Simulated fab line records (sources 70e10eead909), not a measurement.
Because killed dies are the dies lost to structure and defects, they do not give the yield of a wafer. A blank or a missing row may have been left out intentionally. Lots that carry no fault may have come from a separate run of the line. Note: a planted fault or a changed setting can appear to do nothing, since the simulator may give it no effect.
fab line records	flow nandHarc
[record] lots = 6	wafers = 18	lastDay = 35
route steps=1302 shown A_BLC@1111
lots untouched by any fault: they come from a run of this same line in which no faults occurred
startH: start of the lot's first displayed wafer, in hours after the record's first day	waitH: how many hours have passed since the lot's step before this one	" unchanged from the row above	L1.1+2: a row that stands for several wafers	- no value, or no start given	* or withheld: withheld	< > ~ a bound
route shown NAME@n: names a module that has steps shown in the file, with the first one's number in the route	usual: mean/standard deviation taken from wafers without a fault	same: alike in all rows	chamber/n: place in a boat	sites: the reading at each site	_std_site: standard deviation across them	_edge_site: inner sites' mean taken away from outer sites' mean	radiusMm: for every site, how far away it sits from the centre of the wafer	mask NAME#n: copy n	behind: the most recent tool/chamber to have shaped the wafer	hold: the reason the lot was held/the length of the hold in hours/how it ended	device: the transistor (n, p or np) that didn't switch	end of line: at the end of the route, the tests of the same wafers	where a step has no rows: the recipe by itself	killed: dies that structure and defects cost at the first sort, which is not the same as the wafer's yield	map: shows each die of a wafer: x if killed, . if not, _ if none is there
set.NAME: the setting as run; set.NAME@STEP: as run at that earlier step	model.NAME: the simulator's own value behind a step, which no gauge read
lots at some steps of the route; a table a step, a row a wafer
services: the hour from which a tool's chamber was out of use, counted from the record's first day as startH (under 0 if before that day), plus the number of hours and why
[[steps]]
[step NHARC_A_BLC_COAT_04]
[recipe] spinRpm = 1500	resistThkNm = 90
[step NHARC_A_BLC_SOFTBAKE_05]
[recipe] tempC = 105	timeS = 55
[step NHARC_A_BLC_EBR_06]
[step NHARC_A_BLC_EXPOSE_07]
[recipe] na = 1.35	targetCdNm = 100	doseMj = 67.97	maskId = A_BLC
[step NHARC_A_BLC_PEB_08]
[recipe] pebTempC = 100	pebTimeS = 65
[step NHARC_A_BLC_DEVELOP_09]
[recipe] developTimeS = 35	devTempC = 23
[step NHARC_A_BLC_CD_MEAS_10]
[recipe] targetCdNm = 100	landingEnergyEv = 500
[usual] cdNm = 100.0/0.54
lot.wafer	tool	chamber	startH	waitH	cdNm
L136.2	cdSem-03	0	601.70	-	99.1
L136.3	"	0	"	"	99.4
L136.5	"	0	"	"	99.3
L140.1	cdSem-03	0	647.74	-	100.7
L140.3	"	0	"	"	99.9
L140.4	"	0	"	"	100.0
L143.1	cdSem-03	0	681.29	-	100.0
L143.2	"	0	"	"	100.4
L143.5	"	0	"	"	100.3
L144.1	cdSem-03	0	696.99	-	99.8
L144.2	"	0	"	"	99.6
L144.5	"	0	"	"	100.3
L150.1	cdSem-03	0	746.91	-	101.1
L150.3	"	0	"	"	100.7
L150.5	"	0	"	"	100.6
L149.4	cdSem-02	0	771.30	-	99.3
L149.5	"	0	"	"	99.5
L149.6	"	0	"	"	99.2
[step NHARC_A_BLC_OVL_MEAS_11]
[usual] overlayXNm = 0.1/0.99	overlayYNm = 0.2/0.81
lot.wafer	tool	chamber	startH	waitH	overlayXNm	overlayYNm
L136.2	overlay-02	-	601.79	-	0.3	0.0
L136.3	"	-	"	"	0.2	0.9
L136.5	"	-	"	"	0.6	0.7
L140.1	overlay-01	-	647.83	-	0.2	-0.2
L140.3	"	-	"	"	0.5	-0.2
L140.4	"	-	"	"	0.4	-0.6
L143.1	overlay-01	-	681.37	-	0.8	0.6
L143.2	"	-	"	"	1.7	0.2
L143.5	"	-	"	"	1.1	1.1
L144.1	overlay-02	-	697.08	-	1.2	1.0
L144.2	"	-	"	"	1.2	1.3
L144.5	"	-	"	"	0.7	1.0
L150.1	overlay-01	-	747.00	-	1.7	-0.2
L150.3	"	-	"	"	1.9	-0.2
L150.5	"	-	"	"	1.7	-0.4
L149.4	overlay-01	-	771.38	-	0.9	0.0
L149.5	"	-	"	"	1.2	0.1
L149.6	"	-	"	"	1.0	0.4
[step NHARC_A_BLC_INSPECT_12]
[usual] rawDefectCount = 78/36
lot.wafer	tool	chamber	startH	waitH	rawDefectCount
L136.2	defectInspect-01	-	601.82	0.0	31
L136.3	"	-	"	"	46
L136.5	"	-	"	"	36
L140.1	defectInspect-02	-	647.86	0.0	16
L140.3	"	-	"	"	23
L140.4	"	-	"	"	15
L143.1	defectInspect-02	-	681.41	0.0	69
L143.2	"	-	"	"	65
L143.5	"	-	"	"	78
L144.1	defectInspect-02	-	697.12	0.0	87
L144.2	"	-	"	"	68
L144.5	"	-	"	"	74
L150.1	defectInspect-02	-	747.03	0.0	34
L150.3	"	-	"	"	21
L150.5	"	-	"	"	29
L149.4	defectInspect-02	-	771.42	0.0	89
L149.5	"	-	"	"	101
L149.6	"	-	"	"	94
[step NHARC_A_BLC_DESCUM_15]
[recipe] timeS = 3	o2FlowSccm = 200	arFlowSccm = 0	biasPowerW = 0	chemistry = O2
[usual] chamberPressureMTorr = 60.00/0.05	drypumpMotorCurrentA = 5.7/0.51	oesProductAu = 1.002/0.0078	rfVppV = 57.5/0.88	showerheadPlenumPTorr = 1.88/0.095	throttleValvePct = 11.312/0.0092
lot.wafer	tool	chamber	startH	waitH	chamberPressureMTorr	drypumpMotorCurrentA	oesProductAu	rfHoursCounterH	rfVppV	showerheadPlenumPTorr	throttleValvePct
L136.2	rieDiel-05	2	601.89	0.1	59.99	5.7	1.014	0	57.8	1.93	11.315
L136.3	"	3	"	"	60.04	5.8	1.008	0	56.6	1.89	11.319
L136.5	"	2	"	"	59.86	5.7	1.001	-	57.3	1.93	11.314
L140.1	rieDiel-10	3	647.93	0.1	60.12	6.3	0.998	2	56.8	1.78	11.305
L140.3	"	0	"	"	60.08	6.6	1.003	2	57.5	1.81	11.303
L140.4	"	1	"	"	60.05	5.1	0.994	2	58.1	1.98	11.312
L143.2	rieDiel-05	0	681.48	0.1	60.04	5.0	0.995	6	58.1	2.03	11.315
L143.1	"	2	"	"	60.00	5.7	1.008	7	57.3	1.93	11.316
L143.5	"	0	"	"	59.91	5.0	0.998	-	58.3	2.03	11.326
L144.1	rieDiel-05	3	697.19	0.1	60.09	5.8	0.995	8	58.4	1.89	11.319
L144.2	"	0	"	"	60.02	4.9	1.007	8	57.7	2.03	11.323
L144.5	"	2	"	"	59.89	5.7	1.004	-	58.5	1.93	11.324
L150.1	rieDiel-10	1	747.10	0.1	60.04	5.2	1.012	9	57.4	1.98	11.335
L150.3	"	3	"	"	60.01	6.3	0.998	8	55.9	1.78	11.316
L150.5	"	0	"	"	59.98	6.6	1.018	-	55.9	1.81	11.310
L149.4	rieDiel-05	0	771.51	0.1	59.97	4.9	0.996	-	58.0	2.03	11.308
L149.6	"	2	"	"	60.09	5.7	1.002	-	58.4	1.93	11.314
L149.5	"	3	"	"	59.97	5.8	0.995	-	58.5	1.88	11.313
[step NHARC_A_BLC_ETCH_16]
[recipe] targetDepthA = 390	overEtchFrac = 0.3	timeS = 65	ionEnergyEv = 80	cf4FlowSccm = 150	arFlowSccm = 0	rfW = 300	biasW = 100	chemistry = CF4
[usual] biasW = 100.0/0.31	cf4FlowSccm = 150.0/0.41	chamberPressureMTorr = 50.00/0.051	drypumpMotorCurrentA = 5.7/0.52	oesProductAu = 1.002/0.0076	rfVppV = 150.8/1.3	showerheadPlenumPTorr = 1.74/0.083	throttleValvePct = 13.284/0.009
lot.wafer	tool	chamber	startH	waitH	biasW	cf4FlowSccm	chamberPressureMTorr	drypumpMotorCurrentA	oesProductAu	rfHoursCounterH	rfVppV	showerheadPlenumPTorr	throttleValvePct
L136.2	rieDiel-05	3	602.00	0.1	100.0	149.7	49.98	5.8	1.000	0	150.5	1.75	13.279
L136.3	"	0	"	"	99.9	150.6	50.00	4.9	0.998	0	153.2	1.87	13.275
L136.5	"	2	"	"	100.0	150.1	50.10	5.7	1.009	-	150.7	1.78	13.291
L140.4	rieDiel-10	1	648.01	0.1	99.8	149.6	49.94	5.1	1.003	2	152.4	1.82	13.282
L140.3	"	3	"	"	100.3	149.9	50.02	6.3	0.998	2	149.6	1.65	13.285
L140.1	"	0	"	"	100.9	149.3	50.11	6.6	1.010	2	150.8	1.68	13.271
L143.1	rieDiel-05	3	681.56	0.1	99.9	149.8	49.95	5.8	0.991	6	150.2	1.75	13.284
L143.2	"	0	"	"	99.7	150.1	50.07	4.9	1.010	6	153.1	1.87	13.277
L143.5	"	3	"	"	100.3	149.8	49.99	5.8	0.985	-	150.5	1.75	13.295
L144.2	rieDiel-05	0	697.26	0.1	99.8	150.0	50.04	4.9	1.002	8	153.3	1.87	13.274
L144.1	"	1	"	"	100.5	149.2	50.07	5.2	1.005	7	149.6	1.64	13.296
L144.5	"	0	"	"	100.0	149.6	50.05	4.9	1.012	-	152.0	1.87	13.294
L150.3	rieDiel-10	0	747.18	0.1	99.9	150.1	50.01	6.6	1.006	9	148.8	1.68	13.281
L150.1	"	2	"	"	99.8	150.1	49.96	5.8	0.995	9	149.3	1.65	13.299
L150.5	"	0	"	"	100.1	150.8	50.02	6.6	1.004	-	149.3	1.68	13.291
L149.4	rieDiel-05	3	771.65	0.1	100.3	150.6	49.95	5.8	0.994	-	150.8	1.74	13.298
L149.5	"	0	"	"	100.0	150.4	49.99	4.9	0.995	-	151.6	1.87	13.274
L149.6	"	2	"	"	100.1	149.9	49.99	5.7	1.006	-	150.5	1.78	13.301
[step NHARC_A_BLC_ETCH_17]
[recipe] targetDepthA = 3900	overEtchFrac = 0.25	timeS = 609.38	ionEnergyEv = 200	n2FlowSccm = 150	h2FlowSccm = 150	arFlowSccm = 0	rfW = 400	biasW = 150	chemistry = N2/H2
[usual] biasW = 150.0/0.44	chamberPressureMTorr = 29.998/0.025	drypumpMotorCurrentA = 5.6/0.51	h2FlowSccm = 150.0/0.43	oesProductAu = 1.001/0.0074	rfVppV = 429.5/3	showerheadPlenumPTorr = 2.00/0.11	throttleValvePct = 14.170/0.0091
lot.wafer	tool	chamber	startH	waitH	biasW	chamberPressureMTorr	drypumpMotorCurrentA	h2FlowSccm	oesProductAu	rfHoursCounterH	rfVppV	showerheadPlenumPTorr	throttleValvePct
L136.3	rieDiel-05	2	-	-	150.1	30.040	5.7	149.8	1.009	0	430.8	2.06	14.172
L136.2	"	3	"	"	148.9	30.013	5.7	148.8	0.990	0	429.7	2.01	14.179
L136.5	"	0	"	"	150.5	29.956	4.9	149.8	1.001	-	434.1	2.17	14.172
L140.4	rieDiel-10	2	-	-	150.2	30.004	5.8	149.7	0.999	2	426.9	1.89	14.164
L140.1	"	3	"	"	149.9	29.972	6.3	149.6	1.005	2	426.2	1.89	14.159
L140.3	"	0	"	"	150.1	30.059	6.6	150.0	1.007	2	428.3	1.93	14.168
L143.2	rieDiel-05	0	-	-	149.4	30.017	5.0	150.7	0.999	6	433.5	2.17	14.171
L143.1	"	1	"	"	150.1	30.013	5.2	150.2	0.990	5	425.7	1.87	14.162
L143.5	"	1	"	"	149.4	30.006	5.2	150.3	0.989	-	425.5	1.87	14.167
L144.1	rieDiel-05	1	-	-	149.9	29.994	5.2	150.2	1.006	8	425.8	1.87	14.171
L144.2	"	2	"	"	150.6	29.982	5.7	150.0	0.998	9	430.6	2.06	14.189
L144.5	"	1	"	"	149.9	30.004	5.2	150.4	1.004	-	425.0	1.87	14.166
L150.1	rieDiel-10	0	-	-	150.5	30.014	6.6	150.0	0.997	9	426.4	1.93	14.159
L150.3	"	3	"	"	149.5	29.984	6.3	149.7	1.000	9	426.6	1.89	14.191
L150.5	"	1	"	"	149.3	30.008	5.2	150.1	1.008	-	432.5	2.11	14.176
L149.6	rieDiel-05	3	-	-	148.9	29.974	5.8	150.2	0.990	-	429.0	2.01	14.165
L149.4	"	0	"	"	150.6	29.958	4.9	149.7	0.998	-	433.6	2.16	14.150
L149.5	"	2	"	"	149.2	29.976	5.7	149.8	1.011	-	431.0	2.05	14.194
[step NHARC_A_BLC_ETCH_18]
[recipe] targetDepthA = 9100	c4f8FlowSccm = 20	o2FlowSccm = 10	arFlowSccm = withheld	rfW = 600	biasW = 1500	chemistry = C4F8/O2/Ar
[usual] biasW = 1500/4.2	chamberPressureMTorr = 24.998/0.022	oesProductAu = 0.950/0.022	rfVppV = 975/6.5
lot.wafer	tool	chamber	startH	waitH	biasW	chamberPressureMTorr	oesProductAu	rfHoursCounterH	rfVppV
L136.3	rieDiel-05	3	602.61	-	1500	25.038	0.954	1	977
L136.2	"	0	"	"	1493	25.015	0.958	1	986
L136.5	"	2	"	"	1497	25.005	0.964	-	979
L140.4	rieDiel-10	3	648.53	-	1504	24.973	0.974	2	967
L140.1	"	0	"	"	1500	25.024	0.979	2	971
L140.3	"	1	"	"	1501	24.976	0.989	3	982
L143.2	rieDiel-05	2	682.08	-	-	-	-	-	-
L143.1	"	1	"	"	-	-	-	-	-
L143.5	"	2	"	"	-	-	-	-	-
L144.1	rieDiel-05	3	697.86	-	-	-	-	-	-
L144.2	"	0	"	"	-	-	-	-	-
L144.5	"	2	"	"	-	-	-	-	-
L150.1	rieDiel-10	2	747.70	-	1503	24.951	0.919	9	969
L150.3	"	0	"	"	1502	24.953	0.938	9	972
L150.5	"	3	"	"	1501	25.024	0.918	-	969
L149.4	rieDiel-05	3	772.41	-	1502	25.006	0.940	-	976
L149.6	"	0	"	"	1498	24.961	0.948	-	986
L149.5	"	2	"	"	1505	24.968	0.939	-	978
[step NHARC_A_BLC_CD_MEAS_19]
[usual] cdNm = 100.2/1.5
lot.wafer	tool	chamber	startH	waitH	cdNm
L136.2	cdSem-03	-	603.04	-	97.7
L136.3	"	-	"	"	100.5
L136.5	"	-	"	"	98.5
L140.1	cdSem-02	-	648.88	-	100.9
L140.3	"	-	"	"	96.7
L140.4	"	-	"	"	99.8
L143.1	cdSem-03	-	682.44	-	98.1
L143.2	"	-	"	"	98.6
L143.5	"	-	"	"	98.4
L144.1	cdSem-02	-	698.15	-	100.5
L144.2	"	-	"	"	100.0
L144.5	"	-	"	"	100.4
L150.1	cdSem-01	-	748.06	-	101.7
L150.3	"	-	"	"	102.7
L150.5	"	-	"	"	102.1
L149.4	cdSem-02	-	772.71	-	103.9
L149.5	"	-	"	"	101.2
L149.6	"	-	"	"	102.3
[[services]]
tool	chamber	startH	hours	kind
rieDiel-10	0	582.78	3.4	repair
rieDiel-05	-	583.72	9.0	pm
rieDiel-05	0	583.72	9.0	ventCycle
rieDiel-05	1	583.72	9.0	ventCycle
rieDiel-05	2	583.72	9.0	ventCycle
rieDiel-05	3	583.72	9.0	ventCycle
rieDiel-05	0	592.72	-	clean
rieDiel-05	1	592.72	-	clean
rieDiel-05	2	592.72	-	clean
rieDiel-05	3	592.72	-	clean
rieDiel-05	1	594.87	15.2	repair
rieDiel-10	-	596.60	9.0	pm
rieDiel-05	0	617.22	-	clean
rieDiel-05	1	617.22	-	clean
rieDiel-05	2	617.22	-	clean
rieDiel-05	3	617.22	-	clean
rieDiel-05	1	618.83	5.0	repair
rieDiel-05	0	641.72	-	clean
rieDiel-10	2	673.17	2.6	repair
rieDiel-05	-	727.60	0.9	repair
rieDiel-05	1	733.49	14.7	repair
rieDiel-10	3	754.32	19.9	repair
rieDiel-05	-	760.72	9.0	pm
rieDiel-05	1	770.81	4.6	repair
[[key]]
[firstSign] step = NHARC_A_BLC_ETCH_18	reading = toolRecord	direction = missing
effect none on later readings
metAt NHARC_A_BLC_ETCH_18
struckWafers L143.1,L143.2,L143.5,L144.1,L144.2,L144.5
laterRowsLeftOut L143.1,L143.2,L143.5,L144.1,L144.2,L144.5
sortLeftOut L143.1,L143.2,L143.5,L144.1,L144.2,L144.5
testerLeftOut L143,L144
onsetBetween 602.61 682.08
[fault] kind = skippedStepWhole	tool = rieDiel-05	chamber = -	onsetH = 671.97	steps = NHARC_A_BLC_ETCH_18	scope = struckLotsOnly
// testerLeftOut: of these lots the tester's yield and bins aren't shown, on N5 and GAA mostly nor the transistor test; their killed dies are dies lost to structure and defects alone, not to doping, threshold or leakage, so they don't give the yield
// sortLeftOut: the simulated sort isn't trusted on such a fault, so these wafers' sort isn't shown, and their yield isn't known
// laterRowsLeftOut: the simulator's readings of these wafers behind a module that went badly wrong aren't trusted and aren't shown, but for the sort
